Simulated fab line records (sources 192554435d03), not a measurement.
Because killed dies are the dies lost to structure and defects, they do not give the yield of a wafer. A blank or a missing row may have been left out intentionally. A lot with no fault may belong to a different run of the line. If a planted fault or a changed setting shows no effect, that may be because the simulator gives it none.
8D (eight disciplines) problem report, filled in by code | flow n5 finfet | the parts of the form that need people (team, actions taken, sign-off) are left out

== 1. WHAT IS WRONG ==
At N5_PASSIVATION_CD_MEAS_10, cd nm averages 3009.2 nm over 6 wafers from 2 lots, while fault-free wafers read 3000.3 nm, standard deviation 1.6. That puts it +5.6 standard deviations away from the usual mean.
The step: target cd 3000 nm.
First observed at day 16 15:10: wafer L971.2, on cd sem-03. At this step, 30 wafers from 10 lots have a number in the record. The rule behind "out" and "out of limits": a value lying over 4 standard deviations away from the usual mean. Any other wafer with a number is counted as sound.

== 2. WHAT IT IS AND WHAT IT IS NOT ==
question                    | is                     | is not
which readings at this step | cd nm                  | -
which lots                  | L971, L973             | L954, L955, L957, L958, L959, L961, L964, L975
which wafers of those lots  | all that have a number | -
read on which gauges        | cd sem-02, cd sem-03   | cd sem-01
when                        | from day 16 15:10      | up to then (21 sound wafers); but 3 sound wafers of L975 came after

== 3. WHAT RULES OUT EACH SUSPECT ==
Counting: a tool at a process step up to the reading stays a suspect if it ran every lot that is out and no sound lot after the first of them.
- the gauge at N5_PASSIVATION_CD_MEAS_10 has been ruled out. Those wafers that are out were read across 2 gauges (cd sem-02, cd sem-03).
- krf scanner-02 at N5_PASSIVATION_EXPOSE_07 (exposes mask TV, defocus 0 nm, target cd 3000 nm): kept. It processed each lot that is out, first L971 at day 16 14:59, and no sound lot thereafter; up to then, the last sound lot it processed was L959 at day 13 21:31. Its own exposure dose mJ cm2 readings are out on those wafers.
The count leaves krf scanner-02 at N5_PASSIVATION_EXPOSE_07.

== 4. THE CAUSE (what the simulator had put in) ==
Process parameter drift: krf scanner-02, from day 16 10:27 on, at N5_PASSIVATION_EXPOSE_07. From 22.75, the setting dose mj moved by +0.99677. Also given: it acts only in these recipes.
Only this tool survived the counting.

== 5. THE CHAIN OF EFFECTS, in route order ==
Each row: a reading whose mean over the struck wafers that have a number lies more than 3 standard deviations from the usual. Only readings for which the record gives a usual standard deviation are gone through. hours: the time from each lot's start at the first step in this table that gives one to its start at this step, as a median over the lots. sigmas: the change in usual standard deviations.
hours | step                      | reading              | usual     | on struck wafers | change | sigmas
0     | N5_PASSIVATION_EXPOSE_07  | exposure dose mJ cm2 | 22.756    | 23.769           | +1.013 | +46
0     | N5_PASSIVATION_CD_MEAS_10 | cd nm                | 3000.3 nm | 3009.2           | +8.9   | +5.6
Its process steps:
- N5_PASSIVATION_EXPOSE_07: exposes mask TV, defocus 0 nm, target cd 3000 nm.

== 6. HOW IT WOULD HAVE BEEN CAUGHT EARLIER ==
In this record the first reading out of limits at a measuring or inspecting step was taken at day 16 15:10, 5 hours after the fault began at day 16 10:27.
The tool's own readings at N5_PASSIVATION_EXPOSE_07 were out on every struck wafer that the step has a row for (exposure dose mJ cm2): an alarm limit on them would have fired on the first of those.
L973, from the lots that are out (2), started N5_PASSIVATION_EXPOSE_07 on krf scanner-02 later than day 16 15:10. It would have been spared by a hold on the tool at that moment.
